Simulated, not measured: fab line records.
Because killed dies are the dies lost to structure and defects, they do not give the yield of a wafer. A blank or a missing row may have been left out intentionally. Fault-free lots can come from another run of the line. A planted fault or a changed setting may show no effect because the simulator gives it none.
A struck lot beside a sound one | flow n5-finfet | 19 steps out of a route of 1938
Sound: wafers L925.2, L925.3, L925.5. Wafers struck: L932.1, L932.3, L932.6. The cause is named last.
Per side, at each step with rows, come the tool, then ch with its chambers, and then its first start. Under that, the readings that differ: sound wafers | struck wafers | difference of the means | sigmas: that difference in standard deviations of wafers without a fault.
alike: readings with means less than 2 such deviations apart, plus words and numbers identical on both sides. not compared: withheld readings, readings lacking a value on some wafer, bounds such as >300 that could conceal the same value, and numbers that have no deviation in the record and whose values overlap.
A row with sigmas, a row that says differs or no value, or rows on one side alone: a step with any of these is where the two part. When numbers do not overlap yet have no deviation, they are printed without sigmas and do not part them. A reading that every wafer of one side lacks parts them only if that side has two wafers or more.

N5_BEOL_M0_SAQP_STRIP_108: strips in N2/H2.
  sound on rie-diel-06 ch 1,2, day 6 22:32; struck on rie-diel-06 ch 0,1,2, day 9 01:58
  alike: drypump-motor-current-A, h2-flow-sccm, oes-product-au, rf-vpp-V, showerhead-plenum-p-Torr, throttle-valve-pct
  not compared: rf-hours-counter-h
N5_BEOL_M0_SAQP_RECESS_109: chemistry HF/NH3, target SiO2, target depth 3 nm, afs cycles 1, sublimation time 60 s.
  sound on vapor-etch-01 ch 0,1, day 6 22:35; struck on vapor-etch-02 ch 0,1, day 9 02:12
  alike: drypump-motor-current-A, sublimation-temp-c
N5_BEOL_M0_SAQP_SPACER2_ALD_26: deposits SiO2, target thk 15 nm, pulse time 1 s, purge time 2 s.
  sound on ald-sin-03 ch 1,2, day 6 22:46; struck on ald-sin-01 ch 0,3, day 9 02:56
  alike: heater-power-w, precursor-pulse-height-rel
N5_BEOL_M0_SAQP_SPACER2_ETCHBACK_27: etches SiO2 in CHF3/O2, target depth 22.5 nm, time 11.25 s.
  sound on rie-diel-01 ch 0,1,2, day 6 23:19; struck on rie-diel-03 ch 0,1,2, day 9 03:31
  alike: drypump-motor-current-A, oes_f_703_au, oes-product-au, rf-vpp-V, showerhead-plenum-p-Torr, throttle-valve-pct
  not compared: rf-hours-counter-h
N5_BEOL_M0_SAQP_MANDREL2_REMOVE_110: chemistry HBr/Cl2/O2, target a-Si, stops on SiCN, bt time 10 s.
  sound on rie-si-01 ch 2,3, day 6 23:25; struck on rie-si-01 ch 1,2,3, day 9 03:37
  alike: drypump-motor-current-A, oes-product-au, throttle-valve-pct
  not compared: rf-hours-counter-h
N5_BEOL_M0_SAQP_CD_MEAS_29: the cd target is 14.4 nm.
  sound on cd-sem-02 ch 0, day 6 23:31; struck on cd-sem-03 ch 0, day 9 03:43
  alike: cd-nm
then, 6 steps without rows for these wafers: N5_BEOL_M0_SAQP_COAT_69 (time 60 s, resist thk 90 nm); N5_BEOL_M0_SAQP_COAT_72 (time 60 s, resist thk 15 nm); N5_BEOL_M0_SAQP_COAT_87 (time 60 s, resist thk 5 nm); N5_BEOL_M0_SAQP_COAT_34 (resist thk 30 nm); N5_BEOL_M0_SAQP_EBR_36; N5_BEOL_M0_SAQP_SOFTBAKE_35 (time 60 s).
N5_BEOL_M0_SAQP_EXPOSE_37: exposes mask M0 CUT1, target cd 30 nm.
  sound on euv-scanner-02 ch 0, day 6 23:50; struck on euv-scanner-02 ch 0, day 9 03:53
  reading                              | sound | struck      | difference | sigmas
  model.BEOL_M0_SAQP.overlay-x-nm (nm) | 0 0 0 | 2.4 2.4 2.4 | +2.4       |
  alike: mask, exposure-dose-mJ-cm2
then, 2 steps without rows for these wafers: N5_BEOL_M0_SAQP_PEB_38 (peb time 60 s); N5_BEOL_M0_SAQP_DEVELOP_39 (develop time 30 s).
N5_BEOL_M0_SAQP_CD_MEAS_40: the cd target is 30 nm.
  sound on cd-sem-01 ch 0, day 6 23:57; struck on cd-sem-03 ch 0, day 9 04:02
  alike: cd-nm
N5_BEOL_M0_SAQP_OVL_MEAS_41:
  sound on overlay-01 ch 0, day 6 23:59; struck on overlay-02 ch 0, day 9 04:04
  reading          | sound          | struck      | difference | sigmas
  M0_CUT1_OVL (nm) | -0.1 -0.4 -0.8 | 2.5 3.6 2.8 | +3.4       | +5
N5_BEOL_M0_SAQP_INSPECT_42: inspects for defects (brightfield).
  struck on defect-inspect-01, day 9 04:07; sound on defect-inspect-02, day 7 00:02
  alike: raw-defect-count
-- record jumps: 2 days separate the struck wafers' starts on either side; left off in module BEOL_M0_SAQP, taken up again in module BEOL_M4, whose first shown step is the route's number 1111 --
N5_BEOL_M4_RC_MEAS_101:
  sound on prober-01 ch 0, day 9 08:25; struck on prober-02 ch 0, day 11 06:55
  alike: DIBL_N, DIBL_P, IOFF_N, IOFF_P, ION_N, ION_P, SS_N, SS_P, VT_N, VT_P

## WHERE THEY PART
Only at N5_BEOL_M0_SAQP_OVL_MEAS_41, within this record. Later steps at which nothing parts them and some readings are alike: N5_BEOL_M0_SAQP_INSPECT_42, N5_BEOL_M4_RC_MEAS_101.

WHY: whatever the simulator had introduced
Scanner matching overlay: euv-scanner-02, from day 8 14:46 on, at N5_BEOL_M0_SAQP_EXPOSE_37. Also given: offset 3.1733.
